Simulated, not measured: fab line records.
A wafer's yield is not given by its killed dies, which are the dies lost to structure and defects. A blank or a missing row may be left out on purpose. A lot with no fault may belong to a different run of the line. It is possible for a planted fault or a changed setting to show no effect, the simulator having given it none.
Chamber matching    flow nand-harc    4 sister chambers for NHARC_P_M1_ETCH_35 on rie-diel-02
The step etches the open film in N2/H2, target depth 40 nm, overetch 12 nm, time 43.94 s. 16 wafers are shown with their chamber, then 8 later ones without.

## EACH WAFER AND ITS CHAMBER
wafer   chamber  drypump-motor-current-A (A)  rf-vpp-V (V)  oes-product-au (a.u.)
L507.1  2        4.8                          428           0.986
L507.2  3        5.1                          427           1.001
L507.5  1        6.3                          433           0.993
L509.1  1        6.2                          434           0.999
L509.4  1        6.2                          432           0.988
L509.6  2        4.8                          428           0.985
L506.1  2        4.8                          429           0.993
L506.5  1        6.3                          434           0.997
L506.6  0        5.7                          434           0.994
L514.1  2        4.8                          428           0.989
L514.2  3        5.1                          427           1.003
L514.5  0        5.7                          435           1.005
L519.1  0        5.7                          435           0.996
L519.2  2        4.8                          429           0.988
L519.6  2        4.8                          429           0.996
L523.4  3        5.0                          429           1.010

SIGNATURES (averages over the wafers above)
reading                  chamber 0  chamber 1  chamber 2  chamber 3  scatter within a chamber
drypump-motor-current-A  5.700      6.250      4.800      5.067      0.0373
rf-vpp-V                 434.67     433.25     428.50     427.67     0.795
oes-product-au           0.99833    0.99425    0.98950    1.00467    0.00477
Rule: a wafer's distance from a chamber is the root of the sum, over the readings, of the square of ((its reading less the chamber's mean) divided by the reading's scatter). If the next closest chamber is less than 2 further off than the closest, the wafer can't be placed; otherwise it belongs to the closest. The scatter: take each reading less its chamber's mean, square it, sum over the shown wafers, divide by the number of wafers less the number of chambers, and take the root.

## WAFERS WHOSE CHAMBER IS MISSING
wafer   drypump-motor-current-A (A)  rf-vpp-V (V)  oes-product-au (a.u.)
L523.5  5.7                          435           0.998
L523.6  6.2                          433           1.002
L525.1  4.8                          428           0.983
L525.2  6.2                          432           0.996
L525.6  5.7                          435           0.998
L528.1  5.0                          428           1.025
L528.4  6.2                          433           1.017
L528.5  5.7                          435           1.010

## CHAMBER TAKEN BY EACH
wafer   from the rows above  in truth
L523.5  0                    0
L523.6  1                    1
L525.1  2                    2
L525.2  1                    1
L525.6  0                    0
L528.1  3                    3
L528.4  1                    1
L528.5  0                    0
Placed correctly: 8 of 8. Number that these rows cannot place: 0. Wrongly placed: 0.
